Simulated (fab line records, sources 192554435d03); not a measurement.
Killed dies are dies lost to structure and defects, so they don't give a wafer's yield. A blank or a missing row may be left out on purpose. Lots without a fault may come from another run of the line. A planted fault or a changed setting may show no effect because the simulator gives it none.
Chamber matching | flow n5_finfet | N5_BEOL_M0_CUTY_ETCH_62 on rie_diel-04: 4 sister chambers
The step etches SiARC in CF4, time 58.5 s. 14 wafers are shown with their chamber, then 7 later ones without.

WAFERS WITH THEIR CHAMBER
wafer  | chamber | showerhead_plenum_p_Torr (Torr) | drypump_motor_current_A (A) | throttle_valve_pct (%)
L075.3 | 0       | 2.12                            | 5.9                         | 15.96
L075.4 | 3       | 2.21                            | 5.6                         | 15.87
L075.5 | 2       | 2.17                            | 5.0                         | 15.14
L082.1 | 0       | 2.11                            | 5.8                         | 16.00
L082.3 | 3       | 2.21                            | 5.6                         | 15.90
L082.4 | 2       | 2.17                            | 5.0                         | 15.16
L087.3 | 2       | 2.16                            | 4.9                         | 15.20
L087.4 | 2       | 2.16                            | 4.9                         | 15.19
L087.5 | 0       | 2.11                            | 5.9                         | 15.55
L088.1 | 2       | 2.16                            | 5.0                         | 15.20
L088.2 | 1       | 2.28                            | 5.2                         | 15.39
L088.5 | 1       | 2.28                            | 5.2                         | 15.40
L089.2 | 1       | 2.28                            | 5.1                         | 15.40
L089.5 | 2       | 2.16                            | 5.0                         | 15.21

SIGNATURES (means of the wafers above)
reading                  | chamber 0 | chamber 1 | chamber 2 | chamber 3 | scatter within a chamber
showerhead_plenum_p_Torr | 2.1133    | 2.2800    | 2.1633    | 2.2100    | 0.00447
drypump_motor_current_A  | 5.867     | 5.167     | 4.967     | 5.600     | 0.0516
throttle_valve_pct       | 15.8367   | 15.3967   | 15.1833   | 15.8850   | 0.113
Rule: a wafer's distance from a chamber is the root of the sum, over the readings, of the square of ((its reading less the chamber's mean) divided by the reading's scatter). The wafer belongs to the nearest chamber; if the next one is less than 2 further off, it can't be placed. The scatter: the root of (the sum of the squares of (reading less its chamber's mean) over the shown wafers, divided by (wafers less chambers)).

WAFERS WITHOUT THEIR CHAMBER
wafer  | showerhead_plenum_p_Torr (Torr) | drypump_motor_current_A (A) | throttle_valve_pct (%)
L089.6 | 2.20                            | 5.6                         | 15.43
L091.1 | 2.28                            | 5.2                         | 15.40
L091.3 | 2.16                            | 4.9                         | 15.19
L091.6 | 2.11                            | 5.9                         | 15.56
L092.1 | 2.16                            | 5.0                         | 15.22
L092.2 | 2.28                            | 5.2                         | 15.41
L092.5 | 2.20                            | 5.6                         | 15.46

WHICH CHAMBER EACH WENT THROUGH
wafer  | from the rows above | in truth
L089.6 | 3                   | 3
L091.1 | 1                   | 1
L091.3 | 2                   | 2
L091.6 | 0                   | 0
L092.1 | 2                   | 2
L092.2 | 1                   | 1
L092.5 | 3                   | 3
Placed correctly: 7 of 7. Can't be placed from these rows: 0. Placed wrongly: 0.
